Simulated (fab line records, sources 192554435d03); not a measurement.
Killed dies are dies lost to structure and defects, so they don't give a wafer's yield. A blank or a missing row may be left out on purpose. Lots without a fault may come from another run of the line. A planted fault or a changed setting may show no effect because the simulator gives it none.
A struck lot beside a sound one | flow n5_finfet | 14 steps out of a route of 1938
Sound: wafers L418.1, L418.3, L418.4. Struck: wafers L411.2, L411.6. (L411.3 of the same lot was not struck and is left out.) The cause comes at the end.
At each step with rows: each side's tool, then ch and its chambers, then its first start. Under that, the readings that differ: sound wafers | struck wafers | difference of the means | sigmas: that difference in standard deviations of wafers without a fault.
alike: readings whose means differ by less than 2 such deviations, and words and numbers that are the same on both sides. not compared: withheld readings, readings that some wafer has no value for, bounds like >300 that may hide the same value, and numbers for which the record gives no deviation and whose values overlap.
The two part at a step that has a row with sigmas, a row that says differs or no value, or rows on one side only. Numbers that don't overlap but have no deviation are shown without sigmas and don't part them. A reading that every wafer of one side lacks parts them only if that side has two wafers or more.

N5_BEOL_M6_STRIP_80: strips in N2/H2, time 10 s.
  sound on rie_diel-04 ch 1,2,3; struck on rie_diel-05 ch 0,3
  alike: drypump_motor_current_A, h2_flow_sccm, oes_product_au, rf_vpp_V, showerhead_plenum_p_Torr, throttle_valve_pct
  not compared: rf_hours_counter_h
N5_BEOL_M6_OCD_MEAS_38:
  sound on ocd-02, day 11 23:52; struck on ocd-01, day 10 16:12
  alike: trench_depth_nm
then, 4 steps without rows for these wafers: N5_BEOL_M6_HM_STRIP_39 (strips TiN in peroxide tin strip, target depth 25 nm, time 158 s); N5_BEOL_M6_SRD_40 (time 30 s); N5_BEOL_M6_PRECLEAN_42 (cleans in residue remover, time 60 s); N5_BEOL_M6_SRD_43 (time 30 s).
N5_BEOL_M6_CD_MEAS_35: target cd 40 nm, target cd y 28 nm.
  sound on cd_sem-02, day 12 00:01; struck on cd_sem-02, day 10 16:21
  alike: cd_nm
N5_BEOL_M6_CURE_75: cures SiCOH lowk, time 120 s.
  sound on uv_cure-02 ch 1, day 12 00:04; struck on uv_cure-02 ch 0, day 10 16:26
  alike: lamp_power_pct, wafer_temp_C_max
N5_BEOL_M6_DEGAS_44: time 60 s.
  sound on pvd_sputter-03, day 12 00:32; struck on pvd_sputter-01, day 10 16:56
  alike: heater_power_w
N5_BEOL_M6_PRE_CLEAN_45: time 30 s.
  sound on pvd_sputter-03, day 12 00:35; struck on pvd_sputter-01, day 10 16:58
  alike: heater_power_w
then, 1 step without rows for these wafers: N5_BEOL_M6_ALD_77 (deposits TaN, target thk 2 nm, pulse time 2 s, purge time 3 s).
N5_BEOL_M6_SURFACE_TREAT_79:
  sound on pvd_sputter-03, day 12 00:58; struck on pvd_sputter-01, day 10 17:21
  not compared: throttle_valve_pct
N5_BEOL_M6_CVD_78: deposits Co from CCTBA/H2, target thk 2 nm, time 142.3 s.
  sound on cvd_co-02 ch 0,2, day 12 01:01; struck on cvd_co-01 ch 1, day 10 17:38
  reading          | sound             | struck      | difference | sigmas
  run_length_s (s) | 164.9 165.7 165.2 | 286.5 286.0 | +121.0     | +99 or more
  alike: chamber_pressure_Torr
  not compared: since_wet_clean_h
then, 1 step without rows for these wafers: N5_BEOL_M6_SPUTTER_48 (material Cu, target thk 10 nm, time 1.667 s).

WHERE THEY PART
Only at N5_BEOL_M6_CVD_78, within this record.

WHY: what the simulator had put in
Process parameter drift: cvd_co-01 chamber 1, from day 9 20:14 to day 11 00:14, at N5_BEOL_M6_CVD_78. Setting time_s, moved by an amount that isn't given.
